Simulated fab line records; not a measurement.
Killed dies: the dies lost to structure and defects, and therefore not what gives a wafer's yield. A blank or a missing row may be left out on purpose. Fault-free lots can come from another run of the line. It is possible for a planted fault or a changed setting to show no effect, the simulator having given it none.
Matching of chambers / flow nand_harc / rie_diel-02 running NHARC_A_CONTACT_ETCH_75: 4 sister chambers
The step etches the open film in CF4, target depth 39 nm, time 65 s. 4 wafers are shown with their chamber, then 7 later ones without.

WAFERS WITH THEIR CHAMBER
wafer=L080.1; chamber=2; showerhead_plenum_p_Torr (Torr)=1.79
wafer=L084.3; chamber=1; showerhead_plenum_p_Torr (Torr)=1.79
wafer=L087.1; chamber=0; showerhead_plenum_p_Torr (Torr)=1.86
wafer=L087.3; chamber=3; showerhead_plenum_p_Torr (Torr)=1.68

WAFERS WITH NO CHAMBER GIVEN
wafer=L087.4; showerhead_plenum_p_Torr (Torr)=1.78
wafer=L089.1; showerhead_plenum_p_Torr (Torr)=1.86
wafer=L089.3; showerhead_plenum_p_Torr (Torr)=1.78
wafer=L089.6; showerhead_plenum_p_Torr (Torr)=1.68
wafer=L094.2; showerhead_plenum_p_Torr (Torr)=1.78
wafer=L094.4; showerhead_plenum_p_Torr (Torr)=1.86
wafer=L094.6; showerhead_plenum_p_Torr (Torr)=1.78

EACH ONE'S CHAMBER
wafer=L087.4; from the rows above=can't be placed: 1 or 2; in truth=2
wafer=L089.1; from the rows above=0; in truth=0
wafer=L089.3; from the rows above=can't be placed: 1 or 2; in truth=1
wafer=L089.6; from the rows above=3; in truth=3
wafer=L094.2; from the rows above=can't be placed: 1 or 2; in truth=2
wafer=L094.4; from the rows above=0; in truth=0
wafer=L094.6; from the rows above=can't be placed: 1 or 2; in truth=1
3 of 7 placed correctly. Not placeable from these rows: 4 (in 4, the candidates include the true chamber). Wrongly placed: 0.
How it was worked out, from the rows above alone: a wafer's distance from a chamber is the root of the sum, over the readings, of the square of ((its reading less the chamber's mean) divided by the reading's scatter). If the next closest chamber is less than 2 further off than the closest, the wafer can't be placed; otherwise it belongs to the closest. For every chamber, the mean is computed from those of its wafers that are shown. The scatter: with one shown wafer a chamber, the root of the mean of the squares of how far each hidden wafer lies from its nearest shown one.
